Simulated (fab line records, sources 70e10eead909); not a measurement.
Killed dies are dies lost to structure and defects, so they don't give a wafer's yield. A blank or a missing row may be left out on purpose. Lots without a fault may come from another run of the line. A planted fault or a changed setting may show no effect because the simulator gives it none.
fab line records | flow nand_harc
record lots=5 wafers=15 last_day=24
route steps=1159 shown A_M0@1023 A_M1@1026
lots that met no fault: from a run of the same line without faults
start_h: hours from the record's first day to the start of the lot's first wafer shown | wait_h: hours since the lot's step before | " the same as in the row above | L1.1+2: a row that stands for several wafers | - no value, or no start given | * or withheld: withheld | < > ~ a bound
route shown NAME@n: a module of which the file shows steps, and the number in the route of the first | usual: mean/standard deviation of fault-free wafers | same: alike in all rows | chamber/n: place in a boat | sites: the reading at each site | _std_site: their standard deviation | _edge_site: outer sites' mean less inner sites' | radius_mm: how far each site lies from the wafer's centre | mask NAME#n: copy n | behind: the tool/chamber that last shaped the wafer | hold: why the lot was held/for how many hours/how that ended | device: the transistor (n, p or np) that didn't switch | end of line: the same wafers' tests at the end of the route | a step without rows: its recipe alone | killed: dies lost to structure and defects at the first sort, not the wafer's yield | map: a wafer's dies, x killed, . not, _ none there
set.NAME: the setting as run; set.NAME@STEP: as run at that earlier step | model.NAME: the simulator's own value behind a step, which no gauge read
lots at some steps of the route; a table a step, a row a wafer
services: from which hour (start_h, from the record's first day; less than 0 if before it) a tool's chamber was out of use, for how many hours, and why
## steps
# step NHARC_A_M0_INSPECT_27
# usual raw_defect_count=428/94
# columns lot.wafer tool chamber start_h wait_h raw_defect_count
L888.2 defect_inspect-02 - 428.88 0.0 329
L888.3 " - " " 378
L888.4 " - " " 547
L889.3 defect_inspect-01 - 438.42 0.0 451
L889.5 " - " " 368
L889.6 " - " " 462
L900.2 defect_inspect-01 - 496.57 0.0 536
L900.3 " - " " 343
L900.4 " - " " 318
L904.2 defect_inspect-02 - 518.29 0.0 445
L904.5 " - " " 485
L904.6 " - " " 446
L907.1 defect_inspect-02 - 538.31 0.0 369
L907.2 " - " " 701
L907.5 " - " " 517
# step NHARC_A_M0_PRE_CLEAN_31
# recipe time_s=12 temp_c=370 rf_power_w=300 gas=NH3
# usual heater_power_w=641/69
# columns lot.wafer tool chamber start_h wait_h heater_power_w since_wet_clean_h
L888.2 pecvd-03 1 428.95 0.1 578 124
L888.3 " 2 " " 590 124
L888.4 " 0 " " 727 -
L889.3 pecvd-02 2 438.50 0.1 660 91
L889.5 " 1 " " 724 -
L889.6 " 2 " " 672 -
L900.3 pecvd-01 1 496.65 0.1 552 65
L900.2 " 2 " " 653 65
L900.4 " 1 " " 528 -
L904.2 pecvd-01 2 518.41 0.1 667 87
L904.5 " 0 " " 600 -
L904.6 " 1 " " 545 -
L907.1 pecvd-03 2 538.39 0.1 593 52
L907.2 " 0 " " 686 52
L907.5 " 0 " " 706 -
# step NHARC_A_M0_DEP_32
# recipe target_thk_a=300 temp_c=370 target_thk_nm=30 pressure_torr=3 flow_sccm=200 rf_w=450 material=SiCN
# usual heater_power_w=594/71
# columns lot.wafer tool chamber start_h wait_h heater_power_w since_wet_clean_h
L888.2 pecvd-03 1 429.03 0.1 540 124
L888.3 " 2 " " 675 124
L888.4 " 0 " " 607 -
L889.3 pecvd-02 2 438.61 0.1 553 91
L889.5 " 1 " " 642 -
L889.6 " 2 " " 548 -
L900.3 pecvd-01 1 496.76 0.1 431 65
L900.2 " 2 " " 646 65
L900.4 " 1 " " 429 -
L904.2 pecvd-01 2 518.55 0.1 643 87
L904.5 " 0 " " 578 -
L904.6 " 1 " " 446 -
L907.1 pecvd-03 2 538.50 0.1 615 52
L907.2 " 0 " " 627 52
L907.5 " 0 " " 621 -
# step NHARC_A_M1_DEP_00
# recipe target_thk_a=1825 target_thk_nm=182.5 temp_c=withheld pressure_torr=5 flow_sccm=200 rf_w=600 material=SiOC
# step NHARC_A_M1_DEHYDRATE_01
# recipe temp_c=150 time_s=120
# step NHARC_A_M1_HMDS_02
# recipe time_s=30
# step NHARC_A_M1_COAT_34
# recipe temp_c=200 time_s=65
# step NHARC_A_M1_COAT_03
# recipe spin_rpm=1500 resist_thk_nm=90
# step NHARC_A_M1_SOFTBAKE_04
# recipe temp_c=105 time_s=55
# step NHARC_A_M1_EBR_05
# step NHARC_A_M1_EXPOSE_06
# recipe na=1.35 target_cd_nm=120 dose_mj=75.13 mask_id=A_M1
# step NHARC_A_M1_PEB_07
# recipe peb_temp_c=100 peb_time_s=65
# columns lot.wafer tool chamber start_h wait_h
L888.2+3+4 litho_track-01 0 430.17 0.1
L889.3+5+6 litho_track-04 0 439.74 0.0
L900.2+3+4 litho_track-01 0 497.89 0.1
L904.2+5+6 litho_track-04 0 520.35 0.1
L907.1+2+5 litho_track-04 0 539.63 0.1
# step NHARC_A_M1_DEVELOP_08
# recipe develop_time_s=35 dev_temp_c=23
# step NHARC_A_M1_CD_MEAS_09
# recipe target_cd_nm=120 landing_energy_ev=500
# usual cd_nm=120.1/0.65
# columns lot.wafer tool chamber start_h wait_h cd_nm
L888.2 cd_sem-03 0 430.26 - 120.6
L888.3 " 0 " " 120.8
L888.4 " 0 " " 119.6
L889.3 cd_sem-03 0 439.82 - 119.9
L889.5 " 0 " " 120.5
L889.6 " 0 " " 120.5
L900.2 cd_sem-03 0 497.97 - 121.8
L900.3 " 0 " " 121.3
L900.4 " 0 " " 120.9
L904.2 cd_sem-01 0 520.43 - 119.5
L904.5 " 0 " " 119.3
L904.6 " 0 " " 120.2
L907.1 cd_sem-01 0 539.71 - 120.5
L907.2 " 0 " " 120.3
L907.5 " 0 " " 119.4
# step NHARC_A_M1_OVL_MEAS_10
# recipe pitch_nm=240
# usual overlay_x_nm=-0.1/0.76 overlay_y_nm=-0.2/0.64
# columns lot.wafer tool chamber start_h wait_h overlay_x_nm overlay_y_nm
L888.2 overlay-01 - 430.34 - 1.2 0.8
L888.3 " - " " 0.1 0.4
L888.4 " - " " 0.6 0.4
L889.3 overlay-02 - 439.90 - -0.2 0.1
L889.5 " - " " -0.4 0.2
L889.6 " - " " -0.8 0.5
L900.2 overlay-02 - 498.05 - -0.8 -1.2
L900.3 " - " " -0.7 -1.1
L900.4 " - " " -1.0 -0.9
L904.2 overlay-01 - 520.51 - 0.4 -1.4
L904.5 " - " " 0.7 -1.0
L904.6 " - " " 0.0 -1.4
L907.1 overlay-01 - 539.79 - -0.2 -0.4
L907.2 " - " " 0.0 -0.3
L907.5 " - " " 0.2 -0.6
# step NHARC_A_M1_INSPECT_11
# usual raw_defect_count=32/14
# columns lot.wafer tool chamber start_h wait_h raw_defect_count
L888.2 defect_inspect-01 - 430.38 0.0 32
L888.3 " - " " 32
L888.4 " - " " 30
L889.3 defect_inspect-01 - 439.94 0.0 21
L889.5 " - " " 12
L889.6 " - " " 27
L900.2 defect_inspect-02 - 498.09 0.0 45
L900.3 " - " " 47
L900.4 " - " " 38
L904.2 defect_inspect-02 - 520.55 0.0 46
L904.5 " - " " 41
L904.6 " - " " 47
L907.1 defect_inspect-02 - 539.83 0.0 21
L907.2 " - " " 14
L907.5 " - " " 25
# step NHARC_A_M1_DESCUM_14
# recipe time_s=3 o2_flow_sccm=200 ar_flow_sccm=0 bias_power_w=0 chemistry=O2
# usual chamber_pressure_mTorr=60.00/0.056 drypump_motor_current_A=5.6/0.5 oes_product_au=1.002/0.0092 rf_vpp_V=57.9/0.94 showerhead_plenum_p_Torr=1.91/0.092 throttle_valve_pct=11.311/0.0087
# columns lot.wafer tool chamber start_h wait_h chamber_pressure_mTorr drypump_motor_current_A oes_product_au rf_hours_counter_h rf_vpp_V showerhead_plenum_p_Torr throttle_valve_pct model.A_M1.cd_nm
L888.3 rie_diel-06 3 430.44 0.1 60.08 4.7 1.004 0 57.9 1.99 11.322 121.3
L888.4 " 0 " " 60.00 5.8 0.999 0 57.7 1.88 11.308 119
L888.2 " 1 " " 59.94 6.3 1.001 0 57.5 1.79 11.324 120.7
L889.3 rie_diel-06 0 440.02 0.1 59.92 5.7 1.006 0.7 58.2 1.88 11.297 119.8
L889.5 " 2 " " 59.97 5.8 0.994 - 57.4 1.81 11.326 120.4
L889.6 " 3 " " 60.08 4.7 0.990 - 58.6 1.99 11.319 121.5
L900.3 rie_diel-04 1 498.15 0.1 60.06 6.0 1.008 1.1 58.1 1.84 11.302 120.4
L900.2 " 3 " " 59.94 5.5 1.013 1.0 57.3 1.87 11.321 122
L900.4 " 0 " " 59.94 5.3 0.992 - 58.2 2.05 11.309 120.8
L904.2 rie_diel-04 1 520.63 0.1 60.03 6.0 1.017 2.5 58.6 1.84 11.300 118.9
L904.5 " 3 " " 60.07 5.4 1.011 - 57.2 1.87 11.314 119.2
L904.6 " 1 " " 60.05 6.0 1.013 - 57.7 1.84 11.304 119.4
L907.1 rie_diel-10 3 539.90 0.1 59.99 6.4 1.009 0 58.2 1.93 11.319 121.1
L907.2 " 1 " " 60.07 5.0 1.008 0 58.9 2.05 11.324 119.5
L907.5 " 3 " " 59.96 6.5 1.009 - 57.0 1.93 11.319 119.8
# step NHARC_A_M1_ETCH_35
# recipe target_depth_a=400 overetch_a=120 time_s=43.94 ion_energy_ev=200 n2_flow_sccm=150 h2_flow_sccm=150 ar_flow_sccm=0 rf_w=400 bias_w=150 chemistry=N2/H2
# usual chamber_pressure_mTorr=30.000/0.027 drypump_motor_current_A=5.6/0.5 oes_product_au=1.002/0.01 rf_vpp_V=430.3/2.9 showerhead_plenum_p_Torr=2.03/0.1 throttle_valve_pct=14.170/0.0088
# columns lot.wafer tool chamber start_h wait_h chamber_pressure_mTorr drypump_motor_current_A oes_product_au rf_hours_counter_h rf_vpp_V showerhead_plenum_p_Torr throttle_valve_pct
L888.3 rie_diel-06 1 430.52 0.1 30.056 6.3 1.009 0.0 426.0 1.90 14.166
L888.2 " 2 " " 29.977 5.8 0.999 0.0 428.4 1.93 14.178
L888.4 " 3 " " 29.995 4.7 1.014 0.0 432.1 2.12 14.169
L889.3 rie_diel-06 0 440.10 0.1 29.983 5.8 1.012 0.7 430.4 2.01 14.172
L889.6 " 2 " " 29.996 5.8 0.990 - 428.0 1.93 14.174
L889.5 " 3 " " 30.004 4.8 1.000 - 432.2 2.12 14.171
L900.2 rie_diel-04 3 498.25 0.1 29.955 5.5 0.992 1.0 428.3 1.99 14.168
L900.3 " 0 " " 29.996 5.3 0.995 1.0 434.4 2.19 14.155
L900.4 " 1 " " 29.997 6.0 0.999 - 428.0 1.96 14.176
L904.2 rie_diel-04 1 520.71 0.1 29.993 6.0 1.016 2.5 427.9 1.96 14.174
L904.5 " 2 " " 30.018 5.8 0.996 - 428.4 1.96 14.180
L904.6 " 3 " " 30.015 5.5 1.002 - 429.7 1.99 14.165
L907.2 rie_diel-10 0 539.99 0.1 30.015 4.9 0.997 0.0 427.7 1.94 14.187
L907.1 " 1 " " 30.014 5.0 1.011 0.0 433.3 2.18 14.167
L907.5 " 2 " " 30.022 5.7 0.995 - 433.7 2.17 14.163
# step NHARC_A_M1_ETCH_15
# recipe target_depth_a=1825 time_s=91.2 c4f8_flow_sccm=withheld ar_flow_sccm=400 rf_w=600 bias_w=300 chemistry=C4F8/Ar
# usual chamber_pressure_mTorr=24.999/0.024 oes_product_au=0.958/0.021 rf_vpp_V=440.4/2.8
# columns lot.wafer tool chamber start_h wait_h chamber_pressure_mTorr oes_product_au rf_hours_counter_h rf_vpp_V
L888.3 rie_diel-06 0 - - 24.983 0.958 0.0 440.9
L888.4 " 1 " " 25.038 0.983 0.0 438.1
L888.2 " 2 " " 24.968 0.966 0.0 437.9
L889.3 rie_diel-06 1 - - 24.978 0.981 0.7 437.1
L889.6 " 1 " " 25.014 0.975 - 436.2
L889.5 " 2 " " 25.022 0.954 - 437.0
L900.3 rie_diel-04 0 - - 24.983 0.959 1.0 444.6
L900.2 " 3 " " 24.987 0.965 1.1 441.0
L900.4 " 3 " " 24.999 0.957 - 439.1
L904.2 rie_diel-04 1 - - 24.950 0.976 2.5 439.0
L904.6 " 3 " " 24.999 0.969 - 439.0
L904.5 " 2 " " 25.004 0.952 - 438.9
L907.1 rie_diel-10 0 - - 25.008 0.986 0.0 437.3
L907.2 " 2 " " 24.986 0.976 0.0 444.3
L907.5 " 3 " " 25.002 0.974 - 440.8
# step NHARC_A_M1_CD_MEAS_16
# usual cd_nm=119.8/0.91
# columns lot.wafer tool chamber start_h wait_h cd_nm
L888.2 cd_sem-03 - 430.78 - 120.5
L888.3 " - " " 121.7
L888.4 " - " " 119.1
L889.3 cd_sem-03 - 440.31 - 119.6
L889.5 " - " " 120.5
L889.6 " - " " 121.4
L900.2 cd_sem-01 - 498.50 - 122.8
L900.3 " - " " 120.1
L900.4 " - " " 120.6
L904.2 cd_sem-03 - 520.96 - 119.4
L904.5 " - " " 118.5
L904.6 " - " " 119.3
L907.1 cd_sem-02 - 540.20 - 120.8
L907.2 " - " " 119.3
L907.5 " - " " 120.0
# step NHARC_A_M1_STRIP_18
# recipe power_w=1000 n2_flow_sccm=150 h2_flow_sccm=150 ar_flow_sccm=0 bias_w=0 chemistry=N2/H2
# usual chamber_pressure_mTorr=30.002/0.029 drypump_motor_current_A=5.6/0.51 oes_product_au=1.000/0.0099 rf_vpp_V=90.6/0.94 showerhead_plenum_p_Torr=2.03/0.1 throttle_valve_pct=14.171/0.0085
# columns lot.wafer tool chamber start_h wait_h chamber_pressure_mTorr drypump_motor_current_A oes_product_au rf_hours_counter_h rf_vpp_V showerhead_plenum_p_Torr throttle_valve_pct
L888.4 rie_diel-04 1 430.86 0.1 30.001 6.0 1.016 7.7 90.3 1.96 14.160
L888.3 " 2 " " 30.037 5.8 0.995 7.9 90.2 1.96 14.165
L888.2 " 0 " " 30.043 5.3 1.024 7.1 91.8 2.19 14.160
L889.3 rie_diel-06 3 440.46 0.1 30.004 4.7 0.996 0.5 91.5 2.12 14.173
L889.5 " 0 " " 30.015 5.8 1.006 - 90.2 2.01 14.175
L889.6 " 1 " " 29.939 6.3 0.998 - 92.1 1.90 14.184
L900.3 rie_diel-04 0 498.61 0.1 29.992 5.3 0.994 1.1 90.8 2.19 14.163
L900.2 " 1 " " 29.982 6.0 1.019 1.2 89.8 1.96 14.159
L900.4 " 0 " " 30.046 5.3 0.997 - 90.0 2.19 14.153
L904.2 rie_diel-10 3 521.09 0.1 30.041 6.5 0.986 3.8 91.1 2.06 14.171
L904.6 " 1 " " 30.008 5.0 1.008 - 92.6 2.18 14.174
L904.5 " 2 " " 29.999 5.8 0.986 - 90.9 2.17 14.168
L907.1 rie_diel-04 3 540.27 0.1 30.002 5.5 1.007 3.3 90.3 1.99 14.167
L907.2 " 1 " " 30.029 6.0 1.005 3.2 89.9 1.96 14.169
L907.5 " 3 " " 30.008 5.5 1.010 - 90.7 1.99 14.177
# step NHARC_A_M1_ETCH_28
# recipe target_depth_a=300 over_etch_frac=0.3 time_s=72.99 ion_energy_ev=150 cf4_flow_sccm=50 n2_flow_sccm=100 ar_flow_sccm=150 rf_w=300 bias_w=100 chemistry=CF4/N2
# usual chamber_pressure_mTorr=29.999/0.03 drypump_motor_current_A=5.6/0.5 oes_product_au=1.002/0.0099 rf_vpp_V=314.1/2.1 showerhead_plenum_p_Torr=2.62/0.12 throttle_valve_pct=19.795/0.0093
# columns lot.wafer tool chamber start_h wait_h chamber_pressure_mTorr drypump_motor_current_A oes_product_au rf_hours_counter_h rf_vpp_V showerhead_plenum_p_Torr throttle_valve_pct model.A_M1.cd_nm
L888.2 rie_diel-04 1 - - 30.006 6.0 1.011 7.8 312.3 2.54 19.806 120.5
L888.3 " 2 " " 30.012 5.8 0.987 7.9 312.0 2.53 19.785 121.1
L888.4 " 3 " " 30.007 5.4 0.993 7.3 311.8 2.57 19.786 118.2
L889.3 rie_diel-06 2 - - 30.052 5.8 0.984 0.6 311.9 2.49 19.818 120
L889.6 " 0 " " 30.027 5.8 1.007 - 313.0 2.59 19.807 121.2
L889.5 " 1 " " 30.049 6.3 1.008 - 310.4 2.46 19.793 120.9
L900.3 rie_diel-04 1 - - 30.025 6.0 1.005 1.2 313.4 2.54 19.789 119.7
L900.2 " 3 " " 29.944 5.4 1.011 1.2 312.2 2.56 19.796 122.4
L900.4 " 1 " " 30.042 6.0 0.996 - 312.8 2.54 19.805 120.2
L904.2 rie_diel-10 0 - - 29.985 4.9 1.012 3.7 310.9 2.51 19.787 118.4
L904.5 " 2 " " 29.976 5.7 0.983 - 317.1 2.78 19.789 118.6
L904.6 " 3 " " 29.980 6.4 0.997 - 315.3 2.65 19.786 119.2
L907.1 rie_diel-04 3 540.66 0.3 29.970 5.5 1.013 3.4 313.5 2.56 19.785 122.1
L907.2 " 1 " " 29.971 6.0 1.018 3.3 312.2 2.53 19.807 118.4
L907.5 " 3 " " 30.027 5.5 1.014 - 312.5 2.56 19.789 120.9
# step NHARC_A_M1_STRIP_19
# recipe time_s=600 temp_c=30 chemistry=post_etch_residue_remover
## services
# columns tool chamber start_h hours kind
rie_diel-06 - 418.21 9.0 pm
pecvd-01 - 418.40 13.0 pm
rie_diel-04 0 420.41 - clean
rie_diel-04 1 420.41 - clean
rie_diel-04 2 420.41 - clean
rie_diel-04 3 420.41 - clean
litho_track-01 - 443.00 7.0 pm
rie_diel-04 0 444.91 - clean
rie_diel-04 1 444.91 - clean
rie_diel-04 2 444.91 - clean
rie_diel-04 3 444.91 - clean
rie_diel-04 - 465.90 9.0 pm
rie_diel-04 0 465.90 9.0 vent_cycle
rie_diel-04 1 465.90 9.0 vent_cycle
pecvd-03 - 473.23 13.0 pm
rie_diel-06 3 477.56 6.1 repair
pecvd-02 0 486.94 3.9 repair
litho_track-04 - 491.00 7.0 pm
rie_diel-04 2 493.21 5.8 repair
pecvd-02 - 515.20 13.0 pm
rie_diel-04 0 515.87 7.0 repair
rie_diel-10 - 530.78 9.0 pm
rie_diel-04 0 538.07 4.8 repair
rie_diel-04 2 539.08 13.7 repair
## key
first_sign none at tools or gauges
model_effect step=NHARC_A_M1_DESCUM_14 value=A_M1.cd_nm without=119.3 struck=121.1
model_effect step=NHARC_A_M1_ETCH_28 value=A_M1.cd_nm without=119 struck=120.8
met_at NHARC_A_M1_PEB_07
struck_wafers L900.2,L900.3,L900.4
onset_between 430.17 497.89
fault kind=process_parameter_drift tool=litho_track-01 chamber=- onset_h=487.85 steps=NHARC_A_M1_PEB_07 channel=peb_time_s offset=* shape=step end_h=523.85 acts_in=* stated=*
